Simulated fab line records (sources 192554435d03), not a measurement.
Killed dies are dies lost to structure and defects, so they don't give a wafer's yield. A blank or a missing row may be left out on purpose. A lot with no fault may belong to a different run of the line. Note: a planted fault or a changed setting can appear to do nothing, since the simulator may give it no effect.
Matching of chambers	flow n5Finfet	N5_BEOL_M12_TRENCH_ETCH_34 on rieDiel-02 has 4 sister chambers
The step etches SiOC in C4F8/O2/Ar, target depth 318.95 nm, time 125.5 s. 4 wafers are shown with their chamber, then 8 later ones without.

## EACH WAFER AND ITS CHAMBER
wafer	chamber	showerheadPlenumPTorr (Torr)
L087.5	3	3.35
L087.6	0	3.21
L090.4	1	3.47
L092.1	2	3.38

## WAFERS WHOSE CHAMBER IS MISSING
wafer	showerheadPlenumPTorr (Torr)
L092.2	3.20
L092.5	3.34
L094.2	3.20
L094.3	3.47
L094.6	3.34
L096.4	3.46
L096.5	3.46
L096.6	3.20

## WHICH CHAMBER EACH WENT THROUGH
wafer	from the rows above	in truth
L092.2	0	0
L092.5	3	3
L094.2	0	0
L094.3	1	1
L094.6	3	3
L096.4	1	1
L096.5	1	1
L096.6	0	0
Correctly placed: 8 of 8. Can't be placed from these rows: 0. Number placed wrongly: 0.
How it was worked out, from the rows above alone: a wafer's distance from a chamber is the root of the sum, over the readings, of the square of ((its reading less the chamber's mean) divided by the reading's scatter). If the next closest chamber is less than 2 further off than the closest, the wafer can't be placed; otherwise it belongs to the closest. The mean given for a chamber averages the wafers shown for that chamber. The scatter: with one shown wafer a chamber, the root of the mean of the squares of how far each hidden wafer lies from its nearest shown one.
